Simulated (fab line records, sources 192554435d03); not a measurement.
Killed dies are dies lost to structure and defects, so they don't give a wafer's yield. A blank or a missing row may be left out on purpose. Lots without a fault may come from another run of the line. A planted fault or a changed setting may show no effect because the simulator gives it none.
Split-lot experiment | flow n5_finfet | 7 lots, 21 wafers read, on a route of 1938 steps

THE SPLIT
At N5_FIN_CUT_COAT_19 (time 60 s, resist thk 20 nm), the setting spin_rpm was moved away from the recipe's 1500 rpm on 7 of the 21 wafers read, by -6.0% to +11.3%. The other wafers ran this setting at the recipe's value.

FROM THE SPLIT TO THE READING: what the file shows between them, 5 steps
- N5_FIN_CUT_COAT_29: time 60 s, resist thk 10 nm
- N5_FIN_CUT_COAT_02: resist thk 30 nm
- N5_FIN_CUT_DESCUM_13: chemistry O2, time 7 s
- N5_FIN_CUT_ETCH_30: etches underlayer in N2/H2, target depth 13 nm, time 10.4 s
- N5_FIN_CUT_ETCH_20: etches SiARC in CF4, target depth 26 nm, time 43.3 s

THE READING
SiARC_of_FIN_CUT_COAT_19.thk_nm (the simulator's own value, which no gauge read), in nm, at N5_FIN_CUT_ETCH_21 (etches SOC in N2/H2, target depth 219 nm, overetch 43.8 nm, time 523.5 s). The file gives no usual value for it. The 14 wafers here that ran the recipe average 11.8 nm, standard deviation 0.13 nm.

wafer  | tool, chamber at the split | spin_rpm as run, rpm | against the recipe | SiARC_of_FIN_CUT_COAT_19.thk_nm, nm | against lot-mates on the recipe
L074.1 | litho_track-04, 0          | 1500                 | recipe             | 11.8                                | -
L074.4 | litho_track-04, 0          | 1669                 | +11.3%             | 11                                  | -0.8
L074.5 | litho_track-04, 0          | 1669                 | +11.3%             | 10.8                                | -1.0
L077.1 | litho_track-04, 0          | 1410                 | -6.0%              | 12.6                                | +0.7
L077.3 | litho_track-04, 0          | 1500                 | recipe             | 11.8                                | -
L077.5 | litho_track-04, 0          | 1500                 | recipe             | 12                                  | -
L079.2 | litho_track-03, 0          | 1500                 | recipe             | 12                                  | -
L079.6 | litho_track-03, 0          | 1500                 | recipe             | 12                                  | -
L079.4 | litho_track-03, 0          | 1500                 | recipe             | 11.8                                | -
L080.2 | litho_track-04, 0          | 1426                 | -4.9%              | 12.4                                | +0.4
L080.4 | litho_track-04, 0          | 1426                 | -4.9%              | 12.4                                | +0.4
L080.5 | litho_track-04, 0          | 1500                 | recipe             | 12                                  | -
L083.1 | litho_track-04, 0          | 1428                 | -4.8%              | 12.4                                | +0.7
L083.4 | litho_track-04, 0          | 1500                 | recipe             | 11.6                                | -
L083.6 | litho_track-04, 0          | 1500                 | recipe             | 11.8                                | -
L094.1 | litho_track-03, 0          | 1500                 | recipe             | 11.8                                | -
L094.3 | litho_track-03, 0          | 1500                 | recipe             | 11.8                                | -
L094.6 | litho_track-03, 0          | 1661                 | +10.7%             | 10.8                                | -1.0
L095.2 | litho_track-03, 0          | 1500                 | recipe             | 11.8                                | -
L095.5 | litho_track-03, 0          | 1500                 | recipe             | 11.8                                | -
L095.3 | litho_track-03, 0          | 1500                 | recipe             | 11.6                                | -

THE FIT
A straight line over all 21 wafers: SiARC_of_FIN_CUT_COAT_19.thk_nm changes by -0.0953 nm for each +1% of spin_rpm; r = -0.96; the points scatter about the line by 0.13 nm.
The same after taking each lot's own level away (the mean of its wafers on the recipe; 21 wafers): -0.0898 nm for each +1%; r = -0.97; scatter 0.11 nm.
On that fit, the largest move of spin_rpm shifts the reading by 1 nm.
The lots' own levels span 11.70 to 12.00 nm, that is 2.3 times the standard deviation above.
So the lot-to-lot level changes the slope little: the two slopes agree.
Check: with one of the wafers moved furthest among these (+11.3%) left out of the fit, the line predicts -1.06 nm for it against its lot-mates. It came out at -0.8 nm against them.

OTHER SPLITS ON THESE WAFERS
These wafers also went through other splits before the reading. Each is held against what the fit with the lots' levels taken away leaves over:
other split on the same wafers    | wafers away from the commonest value | r with SiARC_of_FIN_CUT_COAT_19.thk_nm (lot level and that fit taken away)
N5_ZERO_LAYER_ETCH_18 icp_w       | 8                                    | -0.21
N5_WELL_APT_COAT_02 spin_rpm      | 10                                   | -0.36
N5_WELL_APT_EXPOSE_05 dose_mj     | 3                                    | -0.52
N5_FIN_SAQP_SPACER1_ALD_24 temp_c | 6                                    | +0.12
N5_FIN_SAQP_ETCH_34 source_w      | 6                                    | -0.11

THE WHOLE CHAIN: every reading that the file lists as answering this split, in the file's order
step               | what it does                                                             | reading                                                                          | change (the file's fit)                | r (the file's)
N5_FIN_CUT_COAT_19 | time 60 s, resist thk 20 nm                                              | SiARC_of_FIN_CUT_COAT_19.thk_nm (the simulator's own value, which no gauge read) | -0.0966 nm for each +1% of the setting | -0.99
N5_FIN_CUT_ETCH_20 | etches SiARC in CF4, target depth 26 nm, time 43.3 s                     | etch.depth_nm (the simulator's own value, which no gauge read)                   | -0.0988 nm for each +1% of the setting | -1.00
N5_FIN_CUT_ETCH_21 | etches SOC in N2/H2, target depth 219 nm, overetch 43.8 nm, time 523.5 s | SiARC_of_FIN_CUT_COAT_19.thk_nm (the simulator's own value, which no gauge read) | -0.0934 nm for each +1% of the setting | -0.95

THE FILE'S OWN FIT
SiARC_of_FIN_CUT_COAT_19.thk_nm changes by -0.0934 nm for each +1% of spin_rpm, r = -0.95.
